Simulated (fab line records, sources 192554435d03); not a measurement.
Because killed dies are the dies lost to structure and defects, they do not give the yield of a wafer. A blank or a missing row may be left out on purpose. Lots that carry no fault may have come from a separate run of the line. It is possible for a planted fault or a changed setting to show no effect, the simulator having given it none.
One fault through the eyes of 3 desks ; flow n5Finfet ; each desk has only its own numbers; what lay behind them comes last

== THE METROLOGY DESK ==
Lot by lot, what the gauges showed, no matter which tool ran the lot: averages of those sampled wafers that carry a number. Marked OUT: a lot whose mean sits more than 4 standard deviations from the usual mean, which makes it out of limits; the brackets give that distance. Readings shown: 7 of its 11, picked as those furthest out on some lot.
Columns: A = SDB_OVL at N5_SDB_OVL_MEAS_12, usual -0.2 nm; B = IOFF_N at N5_BEOL_M4_RC_MEAS_101, usual 0.16 nA/um; C = IOFF_P at N5_BEOL_M4_RC_MEAS_101, usual 0.21 nA/um; D = ION_P at N5_BEOL_M4_RC_MEAS_101, usual 461 uA/um; E = SS_N at N5_BEOL_M4_RC_MEAS_101, usual 71.4 mV/dec; F = SS_P at N5_BEOL_M4_RC_MEAS_101, usual 73.2 mV/dec; G = VT_P at N5_BEOL_M4_RC_MEAS_101, usual -251 mV
lot;first seen here;A;B;C;D;E;F;G
L169;day 4 08:57;-0.0;0.16;0.21;459;71.7;73.3;-251
L171;day 4 20:53;-0.7;0.17;0.23;463;71.2;74.0;-246
L172;day 5 00:10;0.3;0.17;0.21;459;71.6;73.6;-251
L173;day 5 06:23;0.7;0.12;0.17;460;70.7;72.2;-252
L180;day 6 22:14;0.5;0.17;0.22;460;71.8;73.2;-250
L186;day 8 12:21;0.5;0.16;0.21;455;71.4;73.2;-250
This desk's verdict: no lot among the 6 shows anything out of limits.

== THE DEFECT DESK ==
Counts from the inspections along the route, per lot, as means over the sampled wafers that have a number. Marked OUT: a lot whose mean sits more than 4 standard deviations from the usual mean, which makes it out of limits; the brackets give that distance.
Columns: A = rawDefectCount at N5_SDB_INSPECT_13, usual 84
lot;first seen here;A
L169;day 4 08:58;51
L171;day 4 20:55;119
L172;day 5 00:12;66
L173;day 5 06:24;93
L180;day 6 22:16;54
L186;day 8 12:22;110
This desk's verdict: no lot among the 6 shows anything out of limits.

== AT THE TOOL OWNER'S DESK: rieSi-01 ==
The tool's own readings at N5_SDB_CUT_ETCH_26 (etches Si in HBr/Cl2/O2, target depth 129.6 nm, bt time 20 s, time 51.8 s): means of the sampled wafers that have a number, for each lot that ran on this tool. Marked OUT: a lot whose mean sits more than 4 standard deviations from the usual mean, which makes it out of limits; the brackets give that distance.
Columns: A = chamberPressureMTorr at N5_SDB_CUT_ETCH_26, usual 9.999 mTorr; B = drypumpMotorCurrentA at N5_SDB_CUT_ETCH_26, usual 5.9 A; C = oesProductAu at N5_SDB_CUT_ETCH_26, usual 1.000 a.u.; D = throttleValvePct at N5_SDB_CUT_ETCH_26, usual 37.2 %
lot;first seen here;A;B;C;D
L171;day 4 21:40;9.998;6.4;1.012;37.1
L172;day 5 00:50;10.000;6.4;1.012;37.1
L173;day 5 07:23;9.992;6.0;1.002;37.4
This desk's verdict: no lot among the 3 shows anything out of limits.

== TAKEN TOGETHER ==
Nothing out of limits was seen by the metrology desk.
No out-of-limits result turned up at the defect desk.
The tool owner's desk saw nothing out of limits.

== WHAT THE SIMULATOR PUT IN ==
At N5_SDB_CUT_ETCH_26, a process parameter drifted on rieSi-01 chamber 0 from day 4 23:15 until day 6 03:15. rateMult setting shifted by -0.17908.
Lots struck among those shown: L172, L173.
